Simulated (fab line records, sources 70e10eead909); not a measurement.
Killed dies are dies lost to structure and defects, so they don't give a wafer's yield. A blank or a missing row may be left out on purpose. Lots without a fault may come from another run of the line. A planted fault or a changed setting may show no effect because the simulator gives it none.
A struck lot beside a sound one | flow nand_harc | 18 steps out of a route of 1302
Sound: wafers L154.2, L154.3, L154.4. Struck: wafers L158.1, L158.2, L158.5. The cause comes at the end.
At each step with rows: each side's tool, then ch and its chambers, then its first start. Under that, the readings that differ: sound wafers | struck wafers | difference of the means | sigmas: that difference in standard deviations of wafers without a fault.
alike: readings whose means differ by less than 2 such deviations, and words and numbers that are the same on both sides. not compared: withheld readings, readings that some wafer has no value for, bounds like >300 that may hide the same value, and numbers for which the record gives no deviation and whose values overlap.
The two part at a step that has a row with sigmas, a row that says differs or no value, or rows on one side only. Numbers that don't overlap but have no deviation are shown without sigmas and don't part them. A reading that every wafer of one side lacks parts them only if that side has two wafers or more.

NHARC_P_ZERO_WELL_CD_MEAS_24: target cd 720 nm.
  sound on cd_sem-01 ch 0, day 2 18:32; struck on cd_sem-03 ch 0, day 4 10:28
  alike: cd_nm
then, 1 step without rows for these wafers: NHARC_P_ZERO_WELL_HARDBAKE_25 (time 80 s).
NHARC_P_ZERO_WELL_DESCUM_26: chemistry O2, time 3 s.
  sound on rie_diel-12 ch 0,2,3, day 2 18:41; struck on rie_diel-02 ch 0,2,3, day 4 10:38
  alike: drypump_motor_current_A, oes_product_au, rf_vpp_V, showerhead_plenum_p_Torr, throttle_valve_pct
  not compared: rf_hours_counter_h
then, 9 steps without rows for these wafers: NHARC_P_ZERO_WELL_IMPLANT_27; NHARC_P_ZERO_WELL_IMPLANT_57; NHARC_P_ZERO_WELL_IMPLANT_58; NHARC_P_ZERO_WELL_STRIP_28 (strips in SPM, time 840 s); NHARC_P_ZERO_WELL_DEHYDRATE_29 (time 120 s); NHARC_P_ZERO_WELL_HMDS_30 (time 30 s); NHARC_P_ZERO_WELL_COAT_31; NHARC_P_ZERO_WELL_SOFTBAKE_32 (time 95 s); NHARC_P_ZERO_WELL_EBR_33.
NHARC_P_ZERO_WELL_EXPOSE_34: exposes mask P PWELL, target cd 720 nm.
  sound on krf_scanner-03 ch 0, day 2 20:01; struck on krf_scanner-03 ch 0, day 4 11:49
  reading | sound                         | struck                     | difference | sigmas
  mask    | P_PWELL#0 P_PWELL#0 P_PWELL#0 | P_HVPW#0 P_HVPW#0 P_HVPW#0 | differs    |
then, 2 steps without rows for these wafers: NHARC_P_ZERO_WELL_PEB_35 (peb time 85 s); NHARC_P_ZERO_WELL_DEVELOP_36 (time 70 s).
NHARC_P_ZERO_WELL_CD_MEAS_37: target cd 720 nm.
  sound on cd_sem-03 ch 0, day 2 20:10; struck on cd_sem-02 ch 0, day 4 11:58
  reading    | sound             | struck | difference                    | sigmas
  cd_nm (nm) | 717.9 714.8 715.7 | - - -  | no value on the struck wafers |
then, 1 step without rows for these wafers: NHARC_P_ZERO_WELL_HARDBAKE_38 (time 80 s).
-- the record jumps here: 23 days lie between the struck wafers' starts before and after (it left off in module P_ZERO_WELL and takes up again in module END, whose first step shown is number 1302 of the route) --
NHARC_END_SORT_01:
  the record has rows for the struck wafers here (prober-01 ch 0, day 27 13:06) and none for the sound ones

WHERE THEY PART
First at NHARC_P_ZERO_WELL_EXPOSE_34; last, within this record, at NHARC_END_SORT_01.

WHY: what the simulator had put in
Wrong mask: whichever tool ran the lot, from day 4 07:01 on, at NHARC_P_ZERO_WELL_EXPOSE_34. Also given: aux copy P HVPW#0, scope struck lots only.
